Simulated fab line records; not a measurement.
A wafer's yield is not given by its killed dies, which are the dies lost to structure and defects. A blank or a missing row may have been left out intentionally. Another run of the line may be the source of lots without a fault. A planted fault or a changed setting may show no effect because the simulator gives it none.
Which tool did it? :: flow n5 finfet :: 9 lots, 27 wafers sampled, at 5 steps of a route of 1938

## WHAT THE GAUGES SHOWED, per wafer
N5_WELL_APT_INSPECT_27: inspects for defects (macro). Usual: raw defect count 2, standard deviation 1.4.
lot: L179
measured: day 2 15:13
on: defect inspect-02
raw defect count: 2 2 0
flag: 

lot: L180
measured: day 2 21:11
on: defect inspect-02
raw defect count: 2 5 1
flag: 

lot: L184
measured: day 3 21:03
on: defect inspect-01
raw defect count: 3 2 4
flag: 

lot: L186
measured: day 4 09:33
on: defect inspect-01
raw defect count: 3 0 2
flag: 

lot: L192
measured: day 5 21:11
on: defect inspect-01
raw defect count: 3 4 4
flag: 

lot: L195
measured: day 6 15:07
on: defect inspect-01
raw defect count: 1 2 2
flag: 

lot: L196
measured: day 6 21:09
on: defect inspect-02
raw defect count: 1 3 1
flag: 

lot: L197
measured: day 7 03:19
on: defect inspect-02
raw defect count: 3 0 2
flag: 

lot: L198
measured: day 7 08:55
on: defect inspect-01
raw defect count: 0 3 2
flag: 

N5_BEOL_M4_RC_MEAS_101. Usual: CJ_P 5.80, standard deviation 0.17; DIBL_N 36.3 mV/V, standard deviation 1.7; DIBL_P 36.3 mV/V, standard deviation 2.2; IOFF_N 0.16 nA/um, standard deviation 0.034; IOFF_P 0.21 nA/um, standard deviation 0.038; ION_N 673 uA/um, standard deviation 13; ION_P 461 uA/um, standard deviation 8.3; SS_N 71.5 mV/dec, standard deviation 0.55; SS_P 73.3 mV/dec, standard deviation 0.67; VT_N 250 mV, standard deviation 3.4; VT_P -251 mV, standard deviation 3.5.
lot: L179
measured: day 9 01:31
on: prober-01
CJ_P: 5.71 5.62 6.01
DIBL_N (mV/V): 37.5 35.6 39.1
DIBL_P (mV/V): 39.8 37.9 42.1
IOFF_N (nA/um): 0.24 0.21 0.29
IOFF_P (nA/um): 0.25 0.21 0.29
ION_N (uA/um): 685 682 690
ION_P (uA/um): 460 458 464
SS_N (mV/dec): 72.3 71.8 73.6
SS_P (mV/dec): 73.0 72.4 74.3
VT_N (mV): 243 245 239
VT_P (mV): -250 -249 -245
flag: 

lot: L180
measured: day 9 13:10
on: prober-01
CJ_P: 5.68 5.42 5.80
DIBL_N (mV/V): 34.6 39.0 37.8
DIBL_P (mV/V): 33.7 39.7 38.0
IOFF_N (nA/um): 0.13 0.23 0.19
IOFF_P (nA/um): 0.17 0.27 0.25
ION_N (uA/um): 665 695 684
ION_P (uA/um): 451 472 464
SS_N (mV/dec): 71.7 72.1 71.8
SS_P (mV/dec): 72.1 73.6 74.3
VT_N (mV): 253 245 248
VT_P (mV): -254 -248 -248
flag: 

lot: L184
measured: day 9 21:37
on: prober-01
CJ_P: 4.66 4.68 4.60
DIBL_N (mV/V): 39.5 35.5 36.1
DIBL_P (mV/V): 39.8 35.7 36.0
IOFF_N (nA/um): 0.22 0.15 0.15
IOFF_P (nA/um): 0.34 0.23 0.23
ION_N (uA/um): 698 680 677
ION_P (uA/um): 486 473 469
SS_N (mV/dec): 72.3 71.4 72.1
SS_P (mV/dec): 74.4 73.7 73.2
VT_N (mV): 248 248 253
VT_P (mV): -241 -245 -246
flag: OFF

lot: L186
measured: day 10 21:47
on: prober-02
CJ_P: 4.38 4.75 4.46
DIBL_N (mV/V): 35.7 37.9 36.9
DIBL_P (mV/V): 36.2 38.3 37.7
IOFF_N (nA/um): 0.16 0.19 0.18
IOFF_P (nA/um): 0.19 0.22 0.21
ION_N (uA/um): 676 662 679
ION_P (uA/um): 461 454 453
SS_N (mV/dec): 71.1 72.6 71.7
SS_P (mV/dec): 72.8 74.1 73.6
VT_N (mV): 248 249 247
VT_P (mV): -252 -250 -253
flag: OFF

lot: L192
measured: day 12 04:41
on: prober-02
CJ_P: 5.78 5.80 5.64
DIBL_N (mV/V): 37.7 36.5 36.4
DIBL_P (mV/V): 36.8 34.2 34.9
IOFF_N (nA/um): 0.17 0.15 0.14
IOFF_P (nA/um): 0.17 0.15 0.15
ION_N (uA/um): 680 668 674
ION_P (uA/um): 453 450 454
SS_N (mV/dec): 71.8 71.5 70.8
SS_P (mV/dec): 73.3 73.3 72.7
VT_N (mV): 248 253 250
VT_P (mV): -259 -258 -259
flag: 

lot: L195
measured: day 12 23:26
on: prober-02
CJ_P: 5.88 5.97 5.63
DIBL_N (mV/V): 39.4 35.8 37.2
DIBL_P (mV/V): 39.6 34.8 37.5
IOFF_N (nA/um): 0.22 0.13 0.18
IOFF_P (nA/um): 0.27 0.18 0.23
ION_N (uA/um): 699 669 688
ION_P (uA/um): 475 462 471
SS_N (mV/dec): 71.7 71.5 71.2
SS_P (mV/dec): 73.7 72.2 74.1
VT_N (mV): 244 255 248
VT_P (mV): -247 -251 -250
flag: 

lot: L196
measured: day 13 02:16
on: prober-01
CJ_P: 6.07 5.99 5.91
DIBL_N (mV/V): 35.2 39.5 39.0
DIBL_P (mV/V): 35.0 41.1 38.8
IOFF_N (nA/um): 0.12 0.22 0.19
IOFF_P (nA/um): 0.20 0.32 0.28
ION_N (uA/um): 673 702 686
ION_P (uA/um): 474 489 479
SS_N (mV/dec): 71.0 71.9 71.5
SS_P (mV/dec): 72.3 74.4 73.7
VT_N (mV): 252 244 246
VT_P (mV): -250 -243 -244
flag: 

lot: L197
measured: day 13 05:31
on: prober-02
CJ_P: 5.93 5.74 6.07
DIBL_N (mV/V): 36.2 34.7 35.2
DIBL_P (mV/V): 34.5 33.2 33.5
IOFF_N (nA/um): 0.15 0.13 0.14
IOFF_P (nA/um): 0.20 0.17 0.18
ION_N (uA/um): 660 667 661
ION_P (uA/um): 455 455 450
SS_N (mV/dec): 72.0 70.9 71.3
SS_P (mV/dec): 73.7 73.3 73.4
VT_N (mV): 249 250 251
VT_P (mV): -250 -255 -251
flag: 

lot: L198
measured: day 13 08:58
on: prober-02
CJ_P: 5.56 5.78 5.54
DIBL_N (mV/V): 36.2 38.1 38.4
DIBL_P (mV/V): 35.5 37.5 38.9
IOFF_N (nA/um): 0.14 0.18 0.20
IOFF_P (nA/um): 0.17 0.20 0.23
ION_N (uA/um): 662 671 693
ION_P (uA/um): 453 455 465
SS_N (mV/dec): 71.2 71.8 71.8
SS_P (mV/dec): 73.1 73.8 74.1
VT_N (mV): 253 248 248
VT_P (mV): -256 -251 -253
flag: 

## TOOL THAT RAN EACH LOT (tool first, then ch and the chambers of the sampled wafers, then the start)
lot: L179
N5_WELL_APT_IMPLANT_15: implanter-01 ch 0, day 2 13:58
N5_WELL_APT_DESCUM_30: rie diel-05 ch 0,1,3, day 2 15:14
N5_WELL_APT_RTA_34: rtp anneal-02 ch 0, day 2 16:18

lot: L180
N5_WELL_APT_IMPLANT_15: implanter-01 ch 0, day 2 20:22
N5_WELL_APT_DESCUM_30: rie diel-04 ch 1,2, day 2 21:14
N5_WELL_APT_RTA_34: rtp anneal-02 ch 0, day 2 22:08

lot: L184
N5_WELL_APT_IMPLANT_15: implanter-01 ch 0, day 3 20:09
N5_WELL_APT_DESCUM_30: rie diel-04 ch 0,1,3, day 3 21:20
N5_WELL_APT_RTA_34: rtp anneal-02 ch 0, day 3 22:34

lot: L186
N5_WELL_APT_IMPLANT_15: implanter-01 ch 0, day 4 08:29
N5_WELL_APT_DESCUM_30: rie diel-05 ch 0,2,3, day 4 09:35
N5_WELL_APT_RTA_34: rtp anneal-02 ch 0, day 4 10:37

lot: L192
N5_WELL_APT_IMPLANT_15: implanter-02 ch 0, day 5 20:11
N5_WELL_APT_DESCUM_30: rie diel-04 ch 0,3, day 5 21:13
N5_WELL_APT_RTA_34: rtp anneal-02 ch 0, day 5 22:20

lot: L195
N5_WELL_APT_IMPLANT_15: implanter-02 ch 0, day 6 14:08
N5_WELL_APT_DESCUM_30: rie diel-04 ch 0,1,2, day 6 15:11
N5_WELL_APT_RTA_34: rtp anneal-02 ch 0, day 6 16:00

lot: L196
N5_WELL_APT_IMPLANT_15: implanter-01 ch 0, day 6 20:13
N5_WELL_APT_DESCUM_30: rie diel-04 ch 1,2,3, day 6 21:11
N5_WELL_APT_RTA_34: rtp anneal-01 ch 0, day 6 21:59

lot: L197
N5_WELL_APT_IMPLANT_15: implanter-02 ch 0, day 7 02:30
N5_WELL_APT_DESCUM_30: rie diel-04 ch 1,2,3, day 7 03:20
N5_WELL_APT_RTA_34: rtp anneal-02 ch 0, day 7 04:19

lot: L198
N5_WELL_APT_IMPLANT_15: implanter-01 ch 0, day 7 08:05
N5_WELL_APT_DESCUM_30: rie diel-04 ch 1,3, day 7 08:58
N5_WELL_APT_RTA_34: rtp anneal-02 ch 0, day 7 09:50
- N5_WELL_APT_IMPLANT_15
- N5_WELL_APT_DESCUM_30: chemistry O2, time 7.9 s.
- N5_WELL_APT_RTA_34: time 10 s.

## WHAT THE TOOLS THEMSELVES READ (means of the sampled wafers that have a number; where no wafer has one, the mark that the record gives instead)
N5_WELL_APT_IMPLANT_15. Usual: beam energy keV 25.000, standard deviation 0.0076; beam on s 10.02 s, standard deviation 0.2; dose ions cm2 1.4998e+13, standard deviation 1.6e+10; faraday current uA 190, standard deviation 3.8.
lot: L179
tool: implanter-01
beam energy keV: 24.998
beam on s (s): 10.01
dose ions cm2: 1.5001e+13
faraday current uA: 190
flag: 

lot: L180
tool: implanter-01
beam energy keV: 25.004
beam on s (s): 9.98
dose ions cm2: 1.4989e+13
faraday current uA: 191
flag: 

lot: L184
tool: implanter-01
beam energy keV: 24.993
beam on s (s): 10.04
dose ions cm2: 9.2927e+12
faraday current uA: 118
flag: OFF

lot: L186
tool: implanter-01
beam energy keV: 24.997
beam on s (s): 9.85
dose ions cm2: 9.2570e+12
faraday current uA: 120
flag: OFF

lot: L192
tool: implanter-02
beam energy keV: 24.988
beam on s (s): 9.91
dose ions cm2: 1.4991e+13
faraday current uA: 191
flag: 

lot: L195
tool: implanter-02
beam energy keV: 24.991
beam on s (s): 10.02
dose ions cm2: 1.5003e+13
faraday current uA: 190
flag: 

lot: L196
tool: implanter-01
beam energy keV: 25.008
beam on s (s): 9.99
dose ions cm2: 1.4995e+13
faraday current uA: 190
flag: 

lot: L197
tool: implanter-02
beam energy keV: 24.999
beam on s (s): 9.85
dose ions cm2: 1.4998e+13
faraday current uA: 193
flag: 

lot: L198
tool: implanter-01
beam energy keV: 25.007
beam on s (s): 10.22
dose ions cm2: 1.4993e+13
faraday current uA: 186
flag: 

N5_WELL_APT_DESCUM_30. Usual: drypump motor current A 5.9 A, standard deviation 0.4; oes product au 0.78 a.u., standard deviation 0.1; rf fwd power W 49.68 W, standard deviation 0.18; rf vpp V 243.2 V, standard deviation 1.4; showerhead plenum p Torr 2.09 Torr, standard deviation 0.075; throttle valve pct 20.5 %, standard deviation 0.31.
lot: L179
tool: rie diel-05
drypump motor current A (A): 5.6
oes product au (a.u.): 0.80
rf fwd power W (W): 49.58
rf vpp V (V): 243.6
showerhead plenum p Torr (Torr): 2.12
throttle valve pct (%): 20.3
flag: 

lot: L180
tool: rie diel-04
drypump motor current A (A): 6.0
oes product au (a.u.): 0.70
rf fwd power W (W): 49.42
rf vpp V (V): 240.6
showerhead plenum p Torr (Torr): 2.00
throttle valve pct (%): 20.6
flag: 

lot: L184
tool: rie diel-04
drypump motor current A (A): 6.0
oes product au (a.u.): 0.70
rf fwd power W (W): 49.72
rf vpp V (V): 243.4
showerhead plenum p Torr (Torr): 2.07
throttle valve pct (%): 20.8
flag: 

lot: L186
tool: rie diel-05
drypump motor current A (A): 5.4
oes product au (a.u.): 0.82
rf fwd power W (W): 49.72
rf vpp V (V): 243.6
showerhead plenum p Torr (Torr): 2.11
throttle valve pct (%): 20.1
flag: 

lot: L192
tool: rie diel-04
drypump motor current A (A): 5.8
oes product au (a.u.): 0.69
rf fwd power W (W): 49.91
rf vpp V (V): 243.7
showerhead plenum p Torr (Torr): 2.09
throttle valve pct (%): 20.8
flag: 

lot: L195
tool: rie diel-04
drypump motor current A (A): 6.0
oes product au (a.u.): 0.87
rf fwd power W (W): 49.74
rf vpp V (V): 242.3
showerhead plenum p Torr (Torr): 2.10
throttle valve pct (%): 20.5
flag: 

lot: L196
tool: rie diel-04
drypump motor current A (A): 6.1
oes product au (a.u.): 0.76
rf fwd power W (W): 49.68
rf vpp V (V): 243.9
showerhead plenum p Torr (Torr): 2.13
throttle valve pct (%): 20.6
flag: 

lot: L197
tool: rie diel-04
drypump motor current A (A): 6.1
oes product au (a.u.): 0.76
rf fwd power W (W): 49.77
rf vpp V (V): 243.8
showerhead plenum p Torr (Torr): 2.13
throttle valve pct (%): 20.6
flag: 

lot: L198
tool: rie diel-04
drypump motor current A (A): 6.2
oes product au (a.u.): 0.85
rf fwd power W (W): 49.59
rf vpp V (V): 245.5
showerhead plenum p Torr (Torr): 2.21
throttle valve pct (%): 20.7
flag: 

N5_WELL_APT_RTA_34. Usual: anneal temp c max 1007.4, standard deviation 2.6; lamp power pct 13.01 %, standard deviation 0.05; lamp_zone_1_pct 12.995 %, standard deviation 0.026; lamp_zone_6_pct 12.92 %, standard deviation 0.03; wafer_temp_C_max 1003.7, standard deviation 1.
lot: L179
tool: rtp anneal-02
anneal temp c max: 1010.8
lamp power pct (%): 13.08
lamp_zone_1_pct (%): 13.037
lamp_zone_6_pct (%): 12.93
wafer_temp_C_max: 1003.2
flag: 

lot: L180
tool: rtp anneal-02
anneal temp c max: 1010.1
lamp power pct (%): 13.03
lamp_zone_1_pct (%): 13.005
lamp_zone_6_pct (%): 12.93
wafer_temp_C_max: 1003.8
flag: 

lot: L184
tool: rtp anneal-02
anneal temp c max: 1009.0
lamp power pct (%): 13.01
lamp_zone_1_pct (%): 12.981
lamp_zone_6_pct (%): 12.94
wafer_temp_C_max: 1002.8
flag: 

lot: L186
tool: rtp anneal-02
anneal temp c max: 1009.2
lamp power pct (%): 12.99
lamp_zone_1_pct (%): 12.994
lamp_zone_6_pct (%): 12.91
wafer_temp_C_max: 1005.2
flag: 

lot: L192
tool: rtp anneal-02
anneal temp c max: 1007.6
lamp power pct (%): 12.99
lamp_zone_1_pct (%): 13.001
lamp_zone_6_pct (%): 12.91
wafer_temp_C_max: 1003.6
flag: 

lot: L195
tool: rtp anneal-02
anneal temp c max: 1008.1
lamp power pct (%): 13.00
lamp_zone_1_pct (%): 13.002
lamp_zone_6_pct (%): 12.94
wafer_temp_C_max: 1003.3
flag: 

lot: L196
tool: rtp anneal-01
anneal temp c max: 1003.2
lamp power pct (%): 13.02
lamp_zone_1_pct (%): 12.962
lamp_zone_6_pct (%): 12.92
wafer_temp_C_max: 1003.5
flag: 

lot: L197
tool: rtp anneal-02
anneal temp c max: 1011.3
lamp power pct (%): 13.04
lamp_zone_1_pct (%): 12.962
lamp_zone_6_pct (%): 12.92
wafer_temp_C_max: 1003.8
flag: 

lot: L198
tool: rtp anneal-02
anneal temp c max: 1008.2
lamp power pct (%): 13.02
lamp_zone_1_pct (%): 13.005
lamp_zone_6_pct (%): 12.92
wafer_temp_C_max: 1003.5
flag: 

## THE ANSWER, worked out from the rows above alone
Rule: a lot is off if the mean of its wafers that have a number lies more than 3 standard deviations from the usual mean. A lot without any number at a reading at which 4 lots or more have one is off too. The other lots that the step has rows for count as sound. The gauges are gone through in route order, then the tools' own readings, and for those a lot's mean is taken as printed above. The first step at which some lot is off is used, and at that step the reading that is off furthest; a lot without a number counts as furthest.
Off: L184, L186, at N5_BEOL_M4_RC_MEAS_101 (CJ_P).
If a tool, at a process step before that reading, ran all the lots that are off and no sound lot after the first of them, it fits. Not tried: the gauges at N5_BEOL_M4_RC_MEAS_101; whatever is off there is also off at N5_WELL_APT_IMPLANT_15, on other tools, and gauge error can't account for it. Not one of the candidates tried fits.

## WHAT THE SIMULATOR HAD INSERTED
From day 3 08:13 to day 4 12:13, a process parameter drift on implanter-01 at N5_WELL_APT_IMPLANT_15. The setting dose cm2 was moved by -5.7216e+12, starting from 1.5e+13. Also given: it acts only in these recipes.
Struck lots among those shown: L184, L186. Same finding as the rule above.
